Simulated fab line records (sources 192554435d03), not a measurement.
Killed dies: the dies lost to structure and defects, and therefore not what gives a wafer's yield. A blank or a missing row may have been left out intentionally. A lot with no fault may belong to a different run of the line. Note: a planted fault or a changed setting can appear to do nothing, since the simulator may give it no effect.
A struck lot beside a sound one ; flow n5Finfet ; 21 steps out of a route of 1938
Sound: wafers L841.2, L841.3, L841.5. Struck: wafer L844.4 (left out: L844.1, L844.3 of the same lot, which were not struck); the cause appears at the end.
At each step with rows: each side's tool, then ch and its chambers, then its first start. Under that, the readings that differ: sound wafers ; struck wafers ; difference of the means ; sigmas: that difference in standard deviations of wafers without a fault.
alike: a reading whose means differ by less than 2 such deviations, as well as words and numbers matching on both sides. not compared: withheld readings; readings where some wafer has no value; bounds like >300 that might hide an equal value; numbers whose values overlap and for which the record gives no deviation.
The two part at a step that has a row with sigmas, a row that says differs or no value, or rows on one side only. When numbers do not overlap yet have no deviation, they are printed without sigmas and do not part them. A reading missing from all wafers of one side parts the sides only when that side holds two or more wafers.

first, 8 steps without rows for these wafers: N5_BEOL_M12_COAT_58 (time 60 s, resist thk 89 nm); N5_BEOL_M12_COAT_04 (resist thk 400 nm); N5_BEOL_M12_EBR_06; N5_BEOL_M12_SOFTBAKE_05 (time 60 s); N5_BEOL_M12_EXPOSE_07 (exposes mask V11); N5_BEOL_M12_PEB_08 (peb time 90 s); N5_BEOL_M12_DEVELOP_09 (develop time 45 s); N5_BEOL_M12_HARDBAKE_14 (time 120 s).
N5_BEOL_M12_CD_MEAS_10 targets a cd of 140 nm.
  sound on cdSem-03 ch 0, day 12 23:38; struck on cdSem-02 ch 0, day 13 16:41
reading;sound;struck;difference;sigmas
cdNm (nm);137.7 136.2 136.3;141.7;+5.0;+3
N5_BEOL_M12_OVL_MEAS_11:
  sound on overlay-02 ch 0, day 12 23:40; struck on overlay-02 ch 0, day 13 16:43
  alike: V11_OVL
N5_BEOL_M12_INSPECT_12: inspects for defects (macro).
  sound on defectInspect-01 at day 12 23:42; struck on defectInspect-01 at day 13 16:44
  alike: rawDefectCount
N5_BEOL_M12_DESCUM_15: chemistry O2, time 7.9 s.
  sound on rieDiel-01 ch 0,2,3, day 12 23:44; struck on rieDiel-01 ch 0, day 13 16:46
reading;sound;struck;difference;sigmas
o2FlowSccm (sccm);225.0 224.8 224.5;226.9;+2.1;+3
  alike: drypumpMotorCurrentA, oesProductAu, rfFwdPowerW, rfVppV, showerheadPlenumPTorr, throttleValvePct
  not compared: rfHoursCounterH
N5_BEOL_M12_ETCH_59: etches BARC in N2/H2, target depth 89 nm, overetch 26.7 nm, time 67.9 s.
  sound on rieDiel-01 ch 0,2,3, day 12 23:46; struck on rieDiel-01 ch 0, day 13 16:48
reading;sound;struck;difference;sigmas
model.coat_of_BEOL_M12_COAT_04.thkNm (nm);318 320.2 315;283.8;-33.9;
  alike: drypumpMotorCurrentA, oesProductAu, rfFwdPowerW, rfVppV, showerheadPlenumPTorr, throttleValvePct
  not compared: rfHoursCounterH
N5_BEOL_M12_VIA_ETCH_16: etches SiOC in C4F8/O2/Ar, target depth 724.8 nm.
  sound on rieDiel-01 ch 0,2,3, day 12 23:49; struck on rieDiel-01 ch 0, day 13 16:52
reading;sound;struck;difference;sigmas
model.coat_of_BEOL_M12_COAT_04.thkNm (nm);124 127.4 117;89;-34;
  alike: O2_flow_sccm, drypumpMotorCurrentA, oesProductAu, rfFwdPowerW, rfVppV, showerheadPlenumPTorr, throttleValvePct
N5_BEOL_M12_STRIP_63: strips in N2/H2.
  sound on plasmaAsher-01 ch 0,1, day 13 00:01; struck on plasmaAsher-02 ch 1, day 13 17:07
reading;sound;struck;difference;sigmas
stripTimeToEndpointS (s);42.7 43.7 40.9;33.1;-9.3;-10
  alike: drypumpMotorCurrentA, heaterPowerW, oesProductAu
  not compared: rfHoursCounterH
N5_BEOL_M12_STRIP_64: strips in N2/H2.
  sound on plasmaAsher-01 ch 0,1, day 13 00:05; struck on plasmaAsher-02 ch 1, day 13 17:10
  alike: drypumpMotorCurrentA, heaterPowerW, oesProductAu, stripTimeToEndpointS
  not compared: rfHoursCounterH
then, 2 steps without rows for these wafers: N5_BEOL_M12_STRIP_71 (strips in post etch residue remover, time 60 s); N5_BEOL_M12_SRD_72 (time 30 s, dry time 30 s).
N5_BEOL_M12_CD_MEAS_17 targets a cd of 140 nm.
  sound on cdSem-01 at day 13 00:13; struck on cdSem-03 at day 13 17:19
reading;sound;struck;difference;sigmas
cdNm (nm);137.2 135.9 136.6;146.8;+10.2;+5
then, 2 steps without rows for these wafers: N5_BEOL_M12_COAT_65 (time 60 s, resist thk 300 nm); N5_PASSIVATION_PROBE_49.

## WHERE THEY PART
First at N5_BEOL_M12_CD_MEAS_10; last, within this record, at N5_BEOL_M12_CD_MEAS_17.

WHY: what the simulator had put in
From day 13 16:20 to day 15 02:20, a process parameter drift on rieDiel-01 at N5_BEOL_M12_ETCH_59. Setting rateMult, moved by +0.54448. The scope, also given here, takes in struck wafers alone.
